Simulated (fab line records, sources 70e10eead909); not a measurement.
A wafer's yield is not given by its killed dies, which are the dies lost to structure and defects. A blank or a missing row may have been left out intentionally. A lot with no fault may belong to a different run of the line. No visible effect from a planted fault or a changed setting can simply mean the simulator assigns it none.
Problem report in the 8D (eight disciplines) form, filled by code -- flow nand-harc -- the parts of the form that need people (team, actions taken, sign-off) are left out

## 1. PROBLEM STATEMENT
Wafers without a fault read 39.9 s with a standard deviation of 0.31, while run-length-s at NHARC_THIN_TSV_ETCH_36 averages 35.5 s across 2 wafers of 1 lot. Measured from the usual mean, that is -14 standard deviations.
The step: etches the open film in Cl2/BCl3, target depth 65 nm, time 18.571 s.
The first sign was on wafer L637.1 at day 27 07:08, on rie-metal-03. At this step, 39 wafers from 13 lots have a number in the record. The rule behind "out" and "out of limits": a value lying over 4 standard deviations away from the usual mean. The rest of the wafers with a number are treated as sound.

## 2. WHAT IT IS, AND WHAT IT ISN'T
question,is,is not
which readings at this step,run-length-s,"drypump-motor-current-A, oes-product-au"
which lots,L637,"L629, L634, L641, L643, L645, L646, L647, L648, L649, L650, L651, L652"
which wafers of those lots,"L637.1, L637.5",L637.4
read on which tools,rie-metal-03,"rie-metal-01, rie-metal-02"
when,from day 27 07:08,"up to then (7 sound wafers); but 30 sound wafers of L641, L643, L645, L646, L647, L648, L649, L650, L651, L652 came after"

## 3. THE SUSPECTS, EACH WITH WHAT RULES IT OUT
Counting: if a tool at a process step up to the reading ran every lot that is out, it stays a suspect. Sound lots after the first of them don't rule it out here, since some wafers of a struck lot are sound.
- pecvd-02 at NHARC_A_M0_DEP_32 (deposits SiCN, target thk 30 nm): kept. It ran the lot that is out, L637 (day 26 03:16).
- rie-metal-03 at NHARC_THIN_TSV_ETCH_36 (etches the open film in Cl2/BCl3, target depth 65 nm, time 18.571 s): kept. It ran the lot that is out, L637 (day 27 07:08). Its own run-length-s readings are out on those wafers.
- Within pecvd-02 at NHARC_A_M0_DEP_32: the wafers that are out ran in chambers 1, 2; their sound lot-mates ran in chamber 0.
- At NHARC_THIN_TSV_ETCH_36 on rie-metal-03, chamber 1 took the sound wafers of the same lots and chamber 0 took the wafers that are out.
Remaining after the count are pecvd-02 at NHARC_A_M0_DEP_32 and rie-metal-03 at NHARC_THIN_TSV_ETCH_36.

## 4. THE CAUSE (what the simulator had put in)
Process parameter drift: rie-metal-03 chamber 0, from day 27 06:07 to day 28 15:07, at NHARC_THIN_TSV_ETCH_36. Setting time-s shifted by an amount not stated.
Of the 2 suspects that counting leaves, this tool is one.

## 5. THE CHAIN OF EFFECTS, in route order
Each row: a reading where the mean over the struck wafers with a number is more than 3 standard deviations away from the usual. Only readings for which the record gives a usual standard deviation are gone through. hours: the time from each lot's start at the first step in this table that gives one to its start at this step, as a median over the lots. sigmas: the change in usual standard deviations.
hours,step,reading,usual,on struck wafers,change,sigmas
0,NHARC_THIN_TSV_ETCH_36,run-length-s,39.9 s,35.5,-4.4,-14
The process steps in it:
- NHARC_THIN_TSV_ETCH_36: etches the open film in Cl2/BCl3, target depth 65 nm, time 18.571 s.
Later measuring or inspecting steps at which every struck wafer that the step has a row for has a number for every such reading, and none has moved that far: NHARC_THIN_TSV_INSPECT_40.

## 6. WHAT WOULD HAVE CAUGHT IT SOONER
In this record the first reading out of limits was taken at day 27 07:08, 1 hour after the fault began at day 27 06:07.
